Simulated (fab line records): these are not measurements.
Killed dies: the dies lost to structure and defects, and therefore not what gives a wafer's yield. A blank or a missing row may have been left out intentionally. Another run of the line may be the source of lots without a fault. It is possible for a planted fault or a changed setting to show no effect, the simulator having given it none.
Chamber matching + flow n5Finfet + N5_GATE_CUT_DESCUM_18 on rieDiel-02: 4 sister chambers
The step chemistry O2, time 7 s. 14 wafers are shown with their chamber, then 7 later ones without.

WAFERS PAIRED WITH THEIR CHAMBERS
| wafer  | chamber | drypumpMotorCurrentA (A) | showerheadPlenumPTorr (Torr) | throttleValvePct (%) |
|--------|---------|--------------------------|------------------------------|----------------------|
| L078.2 | 1       | 5.6                      | 2.26                         | 20.27                |
| L078.3 | 2       | 6.5                      | 2.04                         | 20.84                |
| L078.5 | 1       | 5.7                      | 2.25                         | 20.27                |
| L082.1 | 3       | 5.8                      | 2.23                         | 19.98                |
| L082.2 | 1       | 5.6                      | 2.25                         | 20.28                |
| L082.4 | 2       | 6.5                      | 2.04                         | 20.85                |
| L089.1 | 2       | 6.5                      | 2.03                         | 20.86                |
| L089.3 | 0       | 5.1                      | 2.20                         | 20.81                |
| L089.5 | 2       | 6.5                      | 2.03                         | 20.87                |
| L091.1 | 1       | 5.6                      | 2.25                         | 20.31                |
| L091.3 | 3       | 5.8                      | 2.22                         | 20.01                |
| L091.5 | 3       | 5.8                      | 2.22                         | 20.02                |
| L092.1 | 0       | 5.1                      | 2.20                         | 20.85                |
| L092.2 | 1       | 5.6                      | 2.25                         | 20.31                |

SIGNATURES (means of the wafers above)
| reading               | chamber 0 | chamber 1 | chamber 2 | chamber 3 | scatter within a chamber |
|-----------------------|-----------|-----------|-----------|-----------|--------------------------|
| drypumpMotorCurrentA  | 5.100     | 5.620     | 6.500     | 5.800     | 0.0283                   |
| showerheadPlenumPTorr | 2.2000    | 2.2520    | 2.0350    | 2.2233    | 0.00497                  |
| throttleValvePct      | 20.8300   | 20.2880   | 20.8550   | 20.0033   | 0.0196                   |
Rule: a wafer lies at a distance from a chamber equal to the root of the sum of squares, over the readings, of (its reading less the chamber's mean, divided by the reading's scatter). If the next closest chamber is less than 2 further off than the closest, the wafer can't be placed; otherwise it belongs to the closest. How the scatter is found: for the shown wafers, subtract from each reading the mean of its chamber, square and add these, divide the total by (wafers less chambers), then take the root.

WAFERS WITH NO CHAMBER GIVEN
| wafer  | drypumpMotorCurrentA (A) | showerheadPlenumPTorr (Torr) | throttleValvePct (%) |
|--------|--------------------------|------------------------------|----------------------|
| L092.6 | 5.6                      | 2.25                         | 20.31                |
| L095.2 | 5.1                      | 2.20                         | 20.83                |
| L095.3 | 6.5                      | 2.03                         | 20.88                |
| L095.5 | 5.9                      | 2.22                         | 20.03                |
| L096.1 | 6.5                      | 2.03                         | 20.90                |
| L096.2 | 5.9                      | 2.22                         | 20.02                |
| L096.5 | 5.6                      | 2.24                         | 20.31                |

WHICH CHAMBER EACH ONE RAN IN
| wafer  | from the rows above | in truth |
|--------|---------------------|----------|
| L092.6 | 1                   | 1        |
| L095.2 | 0                   | 0        |
| L095.3 | 2                   | 2        |
| L095.5 | 3                   | 3        |
| L096.1 | 2                   | 2        |
| L096.2 | 3                   | 3        |
| L096.5 | 1                   | 1        |
Placed correctly: 7 of 7. Can't be placed from these rows: 0. 0 placed wrongly.
